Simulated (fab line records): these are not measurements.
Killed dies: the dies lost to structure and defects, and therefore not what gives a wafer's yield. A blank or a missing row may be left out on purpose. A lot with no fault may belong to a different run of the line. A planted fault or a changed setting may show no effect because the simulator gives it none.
The tool behind it: which one? + flow n5Finfet + 9 lots with 27 wafers sampled at 4 steps, on a route of 1938 steps

WHAT THE GAUGES SHOWED, per wafer
N5_BEOL_M4_RC_MEAS_101.
| lot  | measured     | on        | RS_PWELL (ohm/sq) |
|------|--------------|-----------|-------------------|
| L375 | day 8 05:05  | prober-01 | 2993 3018 3008    |
| L380 | day 9 15:22  | prober-01 | 3010 3033 3047    |
| L384 | day 11 12:47 | prober-02 | 3035 3041 3032    |
| L385 | day 11 15:58 | prober-02 | 2554 2523 2531    |
| L386 | day 11 12:33 | prober-01 | 2539 2533 2525    |
| L390 | day 12 08:46 | prober-02 | 3008 3005 3025    |
| L395 | day 13 18:20 | prober-02 | 3012 3016 3037    |
| L396 | day 14 09:39 | prober-01 | 3020 3003 3017    |
| L397 | day 14 10:16 | prober-02 | 3002 2978 3016    |

WHAT TOOL EACH LOT RAN ON (gives the tool, then ch and the chambers of the sampled wafers, and finally the start)
| lot  | N5_ZERO_LAYER_DESCUM_16          | N5_WELL_APT_RTA_34             | N5_PMOS_HMC_CHANNEL_EPI_HM_DEP_34 |
|------|----------------------------------|--------------------------------|-----------------------------------|
| L375 | rieDiel-03 ch 1,2, day 1 18:53   | rtpAnneal-02 ch 0, day 1 22:55 | pecvd-02 ch 0,1, day 1 23:49      |
| L380 | rieDiel-02 ch 0,1,2, day 3 00:55 | rtpAnneal-02 ch 0, day 3 04:15 | pecvd-02 ch 1,2, day 3 05:20      |
| L384 | rieDiel-02 ch 0,2,3, day 4 00:41 | rtpAnneal-02 ch 0, day 4 03:45 | pecvd-02 ch 0,1,2, day 4 04:37    |
| L385 | rieDiel-03 ch 0,1,3, day 4 06:41 | rtpAnneal-01, day 4 10:15      | pecvd-04 ch 0,2, day 4 11:08      |
| L386 | rieDiel-02 ch 2,3, day 4 12:48   | rtpAnneal-02, day 4 15:47      | pecvd-02 ch 0,1, day 4 16:41      |
| L390 | rieDiel-06 ch 1,2,3, day 5 12:48 | rtpAnneal-02 ch 0, day 5 15:50 | pecvd-02 ch 0,1,2, day 5 16:43    |
| L395 | rieDiel-02 ch 0,2,3, day 6 18:42 | rtpAnneal-01 ch 0, day 6 22:42 | pecvd-04 ch 0,2, day 6 23:46      |
| L396 | rieDiel-06 ch 0,3, day 7 00:41   | rtpAnneal-02 ch 0, day 7 04:04 | pecvd-03 ch 0,1,2, day 7 04:59    |
| L397 | rieDiel-02 ch 0,2,3, day 7 06:49 | rtpAnneal-01 ch 0, day 7 09:47 | pecvd-02 ch 0,1,2, day 7 11:01    |
- N5_ZERO_LAYER_DESCUM_16: chemistry O2, time 7.9 s.
- N5_WELL_APT_RTA_34: time 10 s.
- N5_PMOS_HMC_CHANNEL_EPI_HM_DEP_34: deposits SiO2 from TEOS/O2, target thk 36 nm, time 6.9 s.

THE ANSWER, worked out from the rows above alone
Rule: the lots themselves supply what counts as usual. Put in order of their means at a reading, lots are off if they are a third of the lots or fewer, leave a main group of 4 or more, and stand apart from it by a gap of 3 or more times the standard deviation of the main group's means; of several such gaps the widest counts. The tables above print the reading to a certain number of digits; a main group whose means all agree to those digits is not used. A lot without any number at a reading at which 4 lots or more have one is off too. All remaining lots with rows at the step are treated as sound.
Off: L385, L386, seen at N5_BEOL_M4_RC_MEAS_101 (RS_PWELL). Main group: mean 3017 ohm/sq, sd 12.
If a tool, at a process step before that reading, ran all the lots that are off and no sound lot after the first of them, it fits. Gauges at N5_BEOL_M4_RC_MEAS_101: tried the same way as those tools. Of those tried, none fits.

WHAT WAS PUT IN BY THE SIMULATOR
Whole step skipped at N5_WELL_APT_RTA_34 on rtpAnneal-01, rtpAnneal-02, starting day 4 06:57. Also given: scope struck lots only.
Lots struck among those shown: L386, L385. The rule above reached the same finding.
